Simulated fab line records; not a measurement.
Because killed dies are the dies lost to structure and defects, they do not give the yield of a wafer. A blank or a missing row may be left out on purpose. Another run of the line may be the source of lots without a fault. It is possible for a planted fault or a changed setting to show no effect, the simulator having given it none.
Which tool is to blame? | flow n5Finfet | 24 wafers from 10 lots sampled at 4 of the route's 1938 steps

## WHAT THE GAUGES SHOWED, per wafer
N5_BEOL_M4_OCD_MEAS_38.
lot  | measured     | on     | trenchDepthNm (nm)
L747 | day 7 18:20  | ocd-02 | 56.1 56.1
L749 | day 8 05:56  | ocd-02 | 55.1 59.0
L756 | day 9 15:47  | ocd-02 | 19.6 18.7
L757 | day 10 09:12 | ocd-02 | 22.4 57.4
L762 | day 12 00:06 | ocd-01 | 58.3 54.6 58.2
L764 | day 12 00:34 | ocd-02 | 57.0 58.0 54.4
L763 | day 12 02:58 | ocd-02 | 55.5 58.4
L765 | day 12 04:35 | ocd-01 | 55.5 57.2 58.3
L767 | day 12 08:14 | ocd-01 | 57.8 54.6 53.1
L770 | day 13 19:16 | ocd-01 | 55.7 56.4

## TOOL THAT RAN EACH LOT (tool first, then ch and the chambers of the sampled wafers, then the start)
lot  | N5_BEOL_M4_HM_OPEN_17            | N5_BEOL_M4_ETCHBACK_99            | N5_BEOL_M4_ETCH_70
L747 | rieMetal-01 ch 0,1, day 7 14:49  | rieDiel-04 ch 0,2, day 7 17:56    | rieDiel-04 ch 0,2, day 7 17:58
L749 | rieMetal-03 ch 1, day 8 00:05    | rieDiel-03 ch 1,3, day 8 05:32    | rieDiel-03 ch 1,3, day 8 05:34
L756 | rieMetal-03 ch 0,1, day 9 13:11  | rieDiel-04 ch 1,3, day 9 15:24    | rieDiel-04 ch 1,3, day 9 15:26
L757 | rieMetal-03 ch 0,1, day 10 05:03 | rieDiel-05 ch 1,3, day 10 08:48   | rieDiel-05 ch 1,3, day 10 08:50
L762 | rieMetal-02 ch 0,1, day 11 17:17 | rieDiel-03 ch 0,3, day 11 23:42   | rieDiel-03 ch 0,3, day 11 23:44
L764 | rieMetal-01 ch 0,1, day 11 21:51 | rieDiel-03 ch 0,2,3, day 12 00:10 | rieDiel-03 ch 0,2,3, day 12 00:13
L763 | rieMetal-01 ch 0,1, day 12 00:25 | rieDiel-03 ch 1,3, day 12 02:34   | rieDiel-03 ch 1,3, day 12 02:37
L765 | rieMetal-01 ch 0, day 12 01:22   | rieDiel-03 ch 1,2,3, day 12 04:11 | rieDiel-03 ch 1,2,3, day 12 04:13
L767 | rieMetal-01 ch 1, day 12 05:57   | rieDiel-03 ch 0,1,3, day 12 07:50 | rieDiel-03 ch 0,1,3, day 12 07:53
L770 | rieMetal-03 ch 1, day 13 17:20   | rieDiel-04 ch 2,3, day 13 18:52   | rieDiel-04 ch 2,3, day 13 18:55
- N5_BEOL_M4_HM_OPEN_17: chemistry Cl2/BCl3, target TiN, target depth 20 nm, overetch 6 nm.
- N5_BEOL_M4_ETCHBACK_99: etches SiO2 in CHF3, target depth 5 nm, time 10.4 s.
- N5_BEOL_M4_ETCH_70: etches SOC in N2/H2, target depth 80 nm, overetch 24 nm, time 130 s.

## THE ANSWER, worked out from the rows above alone
Rule: the lots themselves supply what counts as usual. Put in order of their means at a reading, lots are off if they are a third of the lots or fewer, leave a main group of 4 or more, and stand apart from it by a gap of 3 or more times the standard deviation of the main group's means; of several such gaps the widest counts. The tables above print the reading to a certain number of digits; a main group whose means all agree to those digits is not used. A lot without any number at a reading at which 4 lots or more have one is off too. All remaining lots with rows at the step are treated as sound.
Off at N5_BEOL_M4_OCD_MEAS_38 (trenchDepthNm): L756, L757. The main group has a mean of 56.5 nm with a standard deviation of 0.63.
If a tool, at a process step before that reading, ran all the lots that are off and no sound lot after the first of them, it fits. Those tools and the gauges at N5_BEOL_M4_OCD_MEAS_38 are tried in the same way. No candidate that was tried fits.

## WHAT THE SIMULATOR HAD PUT IN
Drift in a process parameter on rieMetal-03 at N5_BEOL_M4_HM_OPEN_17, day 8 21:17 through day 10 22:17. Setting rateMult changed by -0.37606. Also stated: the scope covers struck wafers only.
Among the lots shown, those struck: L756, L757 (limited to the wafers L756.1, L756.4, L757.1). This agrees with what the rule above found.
